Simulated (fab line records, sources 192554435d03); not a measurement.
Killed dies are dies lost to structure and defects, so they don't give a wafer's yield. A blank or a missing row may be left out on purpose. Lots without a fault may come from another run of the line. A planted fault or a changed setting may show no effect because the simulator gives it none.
Chamber matching | flow n5_finfet | N5_DUMMY_GATE_ETCH_42 on rie_diel-06: 4 sister chambers
The step etches SiO2 in CHF3/O2, target depth 3.5 nm, time 31 s. 16 wafers are shown with their chamber, then 8 later ones without.

WAFERS WITH THEIR CHAMBER
wafer  | chamber | showerhead_plenum_p_Torr (Torr) | throttle_valve_pct (%) | oes_product_au (a.u.)
L076.1 | 1       | 2.37                            | 18.42                  | 0.92
L076.2 | 0       | 2.31                            | 18.83                  | 0.74
L076.3 | 2       | 2.55                            | 18.52                  | 0.87
L079.1 | 0       | 2.30                            | 18.81                  | 0.74
L079.4 | 3       | 2.50                            | 18.61                  | 0.78
L079.6 | 0       | 2.30                            | 18.83                  | 0.75
L080.2 | 2       | 2.54                            | 18.54                  | 0.86
L080.3 | 0       | 2.30                            | 18.83                  | 0.74
L080.6 | 0       | 2.30                            | 18.82                  | 0.74
L084.1 | 3       | 2.50                            | 18.61                  | 0.78
L084.5 | 1       | 2.36                            | 18.41                  | 0.89
L084.6 | 0       | 2.30                            | 18.85                  | 0.73
L085.4 | 2       | 2.54                            | 18.55                  | 0.85
L085.5 | 3       | 2.50                            | 18.65                  | 0.78
L085.6 | 0       | 2.30                            | 18.84                  | 0.72
L086.1 | 3       | 2.49                            | 18.63                  | 0.77

SIGNATURES (means of the wafers above)
reading                  | chamber 0 | chamber 1 | chamber 2 | chamber 3 | scatter within a chamber
showerhead_plenum_p_Torr | 2.3014    | 2.3650    | 2.5433    | 2.4975    | 0.00481
throttle_valve_pct       | 18.8300   | 18.4150   | 18.5367   | 18.6250   | 0.0148
oes_product_au           | 0.7371    | 0.9050    | 0.8600    | 0.7775    | 0.0103
Rule: a wafer's distance from a chamber is the root of the sum, over the readings, of the square of ((its reading less the chamber's mean) divided by the reading's scatter). The wafer belongs to the nearest chamber; if the next one is less than 2 further off, it can't be placed. The scatter: the root of (the sum of the squares of (reading less its chamber's mean) over the shown wafers, divided by (wafers less chambers)).

WAFERS WITHOUT THEIR CHAMBER
wafer  | showerhead_plenum_p_Torr (Torr) | throttle_valve_pct (%) | oes_product_au (a.u.)
L086.3 | 2.54                            | 18.55                  | 0.85
L086.4 | 2.36                            | 18.42                  | 0.88
L093.1 | 2.54                            | 18.56                  | 0.83
L093.3 | 2.49                            | 18.67                  | 0.76
L093.4 | 2.36                            | 18.45                  | 0.86
L097.2 | 2.29                            | 18.87                  | 0.72
L097.3 | 2.53                            | 18.59                  | 0.82
L097.6 | 2.29                            | 18.90                  | 0.71

WHICH CHAMBER EACH WENT THROUGH
wafer  | from the rows above | in truth
L086.3 | 2                   | 2
L086.4 | 1                   | 1
L093.1 | 2                   | 2
L093.3 | 3                   | 3
L093.4 | 1                   | 1
L097.2 | 0                   | 0
L097.3 | 2                   | 2
L097.6 | 0                   | 0
Placed correctly: 8 of 8. Can't be placed from these rows: 0. Placed wrongly: 0.
